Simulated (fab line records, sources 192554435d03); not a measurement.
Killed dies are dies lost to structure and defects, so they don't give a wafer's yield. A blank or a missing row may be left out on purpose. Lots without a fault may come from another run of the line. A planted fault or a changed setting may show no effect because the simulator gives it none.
A struck lot beside a sound one | flow n5_finfet | 37 steps out of a route of 1938
Sound: wafers L488.2, L488.5, L488.6. Struck: wafers L491.1, L491.2, L491.3. The cause comes at the end.
At each step with rows: each side's tool, then ch and its chambers, then its first start. Under that, the readings that differ: sound wafers | struck wafers | difference of the means | sigmas: that difference in standard deviations of wafers without a fault.
alike: readings whose means differ by less than 2 such deviations, and words and numbers that are the same on both sides. not compared: withheld readings, readings that some wafer has no value for, bounds like >300 that may hide the same value, and numbers for which the record gives no deviation and whose values overlap.
The two part at a step that has a row with sigmas, a row that says differs or no value, or rows on one side only. Numbers that don't overlap but have no deviation are shown without sigmas and don't part them. A reading that every wafer of one side lacks parts them only if that side has two wafers or more.

first, 9 steps without rows for these wafers: N5_WELL_APT_COAT_19 (resist thk 950 nm); N5_WELL_APT_EBR_21; N5_WELL_APT_SOFTBAKE_20 (time 60 s); N5_WELL_APT_EXPOSE_22 (exposes mask PWELL, defocus 0 nm, target cd 200 nm); N5_WELL_APT_PEB_23 (peb time 90 s); N5_WELL_APT_DEVELOP_24 (develop time 45 s); N5_WELL_APT_HARDBAKE_29 (time 120 s); N5_WELL_APT_DESCUM_30 (chemistry O2, time 7.9 s); N5_WELL_APT_IMPLANT_31.
N5_WELL_APT_IMPLANT_32:
  sound on implanter-02 ch 0, day 2 21:29; struck on implanter-02 ch 0, day 3 15:19
  reading            | sound                           | struck                           | difference  | sigmas
  dose_ions_cm2      | 1.9993e+13 1.997e+13 2.0005e+13 | 2.5747e+13 2.5733e+13 2.5726e+13 | +5.7460e+12 | +99 or more
  faraday_current_uA | 251 252 267                     | 331 330 326                      | +72         | +15
then, 25 steps without rows for these wafers: N5_WELL_APT_STRIP_33 (strips in SPM, time 900 s); N5_WELL_APT_RTA_34 (time 10 s); N5_WELL_APT_OXIDE_STRIP_42 (strips SiO2 in dHF, time 45 s, target depth 12 nm); N5_WELL_APT_PRECLEAN_36 (cleans in O3/DIW, time 45 s); N5_WELL_APT_PRECLEAN_39 (cleans in dHF, time 60 s); N5_WELL_APT_SRD_37 (time 30 s); N5_WELL_APT_EPI_41 (deposits Si from SiH4/H2, target thk 50 nm, time 297.7 s); N5_PMOS_HMC_CHANNEL_EPI_HM_DEP_34 (deposits SiO2 from TEOS/O2, target thk 36 nm, time 6.9 s); N5_PMOS_HMC_CHANNEL_EPI_COAT_31 (time 60 s, resist thk 66 nm); N5_PMOS_HMC_CHANNEL_EPI_COAT_03 (resist thk 205 nm); N5_PMOS_HMC_CHANNEL_EPI_EBR_05; N5_PMOS_HMC_CHANNEL_EPI_SOFTBAKE_04 (time 60 s); N5_PMOS_HMC_CHANNEL_EPI_EXPOSE_06 (exposes mask PMOS HMC BLK, target cd 240 nm); N5_PMOS_HMC_CHANNEL_EPI_PEB_07 (peb time 60 s); N5_PMOS_HMC_CHANNEL_EPI_DEVELOP_08 (develop time 30 s); N5_PMOS_HMC_CHANNEL_EPI_DESCUM_14 (chemistry O2, time 7.9 s); N5_PMOS_HMC_CHANNEL_EPI_ETCH_32 (etches BARC in N2/H2, stops on SiO2, target depth 85.8 nm, time 50.3 s); N5_PMOS_HMC_CHANNEL_EPI_HM_OPEN_15 (chemistry CHF3/O2, target SiO2, target depth 40.6 nm, time 20.3 s); N5_PMOS_HMC_CHANNEL_EPI_STRIP_33 (strips in N2/H2); N5_PMOS_HMC_CHANNEL_EPI_STRIP_17 (strips in SPM, time 750 s); N5_PMOS_HMC_CHANNEL_EPI_ETCH_38 (etches SiO2 in CF4, target depth 1.5 nm); N5_PMOS_HMC_CHANNEL_EPI_FIN_RECESS_16 (chemistry HBr/Cl2, target Si, target depth 54 nm, time 18 s); N5_PMOS_HMC_CHANNEL_EPI_PRECLEAN_36 (cleans in O3/DIW, time 45 s); N5_PMOS_HMC_CHANNEL_EPI_PRECLEAN_18 (cleans in DHF, time 30 s); N5_PMOS_HMC_CHANNEL_EPI_SRD_19 (time 30 s).
-- the record jumps here: 7 days lie between the struck wafers' starts before and after (it left off in module PMOS_HMC_CHANNEL_EPI and takes up again in module BEOL_M4, whose first step shown is number 1111 of the route) --
N5_BEOL_M4_RC_MEAS_101:
  sound on prober-02 ch 0, day 10 02:10; struck on prober-01 ch 0, day 10 04:49
  reading | sound          | struck         | difference | sigmas
  CJ_N    | 4.37 4.41 4.38 | 4.91 4.99 4.87 | +0.54      | +7
  alike: DIBL_N, DIBL_P, IOFF_N, IOFF_P, ION_N, ION_P, SS_N, SS_P, VT_N, VT_P
-- the record jumps here: 5 days lie between the struck wafers' starts before and after (it left off in module BEOL_M4 and takes up again in module PASSIVATION, whose first step shown is number 1936 of the route) --
N5_PASSIVATION_PROBE_49:
  sound on prober-01, day 14 13:48; struck on prober-02, day 14 18:01
  reading      | sound    | struck   | difference | sigmas
  killed_short | 30 54 39 | 20 25 24 | -18        | -2
  alike: defect_limited_yield, killed_at_M0_to_M3, killed_at_M4_up, killed_at_contacts, killed_at_front_end, killed_at_other, killed_dies, killed_open, sort_bin_5_function, sort_bin_6_memory, sort_bin_8_speed, sort_n_pass, sort_yield_pct

WHERE THEY PART
First at N5_WELL_APT_IMPLANT_32; last, within this record, at N5_PASSIVATION_PROBE_49.

WHY: what the simulator had put in
Process parameter drift: implanter-02, from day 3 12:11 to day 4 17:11, at N5_WELL_APT_IMPLANT_32. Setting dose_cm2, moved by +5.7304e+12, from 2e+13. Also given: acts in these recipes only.
